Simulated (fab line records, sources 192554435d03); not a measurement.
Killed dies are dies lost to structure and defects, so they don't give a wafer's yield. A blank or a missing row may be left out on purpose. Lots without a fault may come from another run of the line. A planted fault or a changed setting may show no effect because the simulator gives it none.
Split-lot experiment | flow n5_finfet | 7 lots, 21 wafers read, on a route of 1938 steps

THE SPLIT
At N5_BEOL_M15_COAT_22 (resist thk 800 nm), the setting spin_rpm was moved away from the recipe's 1704 rpm on 9 of the 21 wafers read, by -9.3% to +8.2%. The other wafers ran this setting at the recipe's value.

FROM THE SPLIT TO THE READING: what the file shows between them, 4 steps
- N5_BEOL_M15_EBR_24
- N5_BEOL_M15_SOFTBAKE_23: time 60 s
- N5_BEOL_M15_DESCUM_33: chemistry O2, time 7.9 s
- N5_BEOL_M15_ETCH_61: etches BARC in N2/H2, target depth 89 nm, overetch 26.7 nm, time 67.9 s

THE READING
coat_of_BEOL_M15_COAT_22.thk_nm (the simulator's own value, which no gauge read), in nm, at N5_BEOL_M15_TRENCH_ETCH_34 (etches SiO2 in C4F8/O2/Ar, target depth 872.93 nm, time 199 s). The file gives no usual value for it. The 12 wafers here that ran the recipe average 541.5 nm, standard deviation 3.2 nm.

wafer  | tool, chamber at the split | spin_rpm as run, rpm | against the recipe | coat_of_BEOL_M15_COAT_22.thk_nm, nm | against lot-mates on the recipe
L075.3 | litho_track-05, 0          | 1546                 | -9.3%              | 582.4                               | +39.0
L075.4 | litho_track-05, 0          | 1704                 | recipe             | 543.4                               | -
L075.6 | litho_track-05, 0          | 1546                 | -9.3%              | 584.6                               | +41.2
L076.3 | litho_track-01, 0          | 1704                 | recipe             | 536.8                               | -
L076.5 | litho_track-01, 0          | 1704                 | recipe             | 544.6                               | -
L076.6 | litho_track-01, 0          | 1704                 | recipe             | 536.2                               | -
L077.1 | litho_track-01, 0          | 1830                 | +7.4%              | 513.8                               | -27.0
L077.2 | litho_track-01, 0          | 1830                 | +7.4%              | 511.2                               | -29.6
L077.3 | litho_track-01, 0          | 1704                 | recipe             | 540.8                               | -
L080.2 | litho_track-04, 0          | 1775                 | +4.2%              | 524.6                               | -14.2
L080.3 | litho_track-04, 0          | 1775                 | +4.2%              | 522.2                               | -16.6
L080.5 | litho_track-04, 0          | 1704                 | recipe             | 538.8                               | -
L081.3 | litho_track-05, 0          | 1704                 | recipe             | 539.2                               | -
L081.5 | litho_track-05, 0          | 1704                 | recipe             | 545                                 | -
L081.6 | litho_track-05, 0          | 1704                 | recipe             | 541.6                               | -
L083.1 | litho_track-01, 0          | 1844                 | +8.2%              | 512.2                               | -31.2
L083.3 | litho_track-01, 0          | 1704                 | recipe             | 543.4                               | -
L083.4 | litho_track-01, 0          | 1844                 | +8.2%              | 512.8                               | -30.6
L093.1 | litho_track-04, 0          | 1830                 | +7.4%              | 512                                 | -32.1
L093.4 | litho_track-04, 0          | 1704                 | recipe             | 541.4                               | -
L093.5 | litho_track-04, 0          | 1704                 | recipe             | 546.8                               | -

THE FIT
A straight line over all 21 wafers: coat_of_BEOL_M15_COAT_22.thk_nm changes by -4.11 nm for each +1% of spin_rpm; r = -0.99; the points scatter about the line by 3.2 nm.
The same after taking each lot's own level away (the mean of its wafers on the recipe; 21 wafers): -4.06 nm for each +1%; r = -0.99; scatter 2.4 nm.
On that fit, the largest move of spin_rpm shifts the reading by 38 nm.
The lots' own levels span 538.80 to 544.10 nm, that is 1.7 times the standard deviation above.
So the lot-to-lot level changes the slope little: the two slopes agree.
Check: with one of the wafers moved furthest among these (-9.3%) left out of the fit, the line predicts +38.1 nm for it against its lot-mates. It came out at +39 nm against them.

THE WHOLE CHAIN: every reading that the file lists as answering this split, in the file's order
step                       | what it does                                                  | reading                                                                          | change (the file's fit)              | r (the file's)
N5_BEOL_M15_COAT_22        | resist thk 800 nm                                             | coat_of_BEOL_M15_COAT_22.thk_nm (the simulator's own value, which no gauge read) | -4.05 nm for each +1% of the setting | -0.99
N5_BEOL_M15_TRENCH_ETCH_34 | etches SiO2 in C4F8/O2/Ar, target depth 872.93 nm, time 199 s | coat_of_BEOL_M15_COAT_22.thk_nm (the simulator's own value, which no gauge read) | -4.06 nm for each +1% of the setting | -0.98

THE FILE'S OWN FIT
coat_of_BEOL_M15_COAT_22.thk_nm changes by -4.06 nm for each +1% of spin_rpm, r = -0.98.
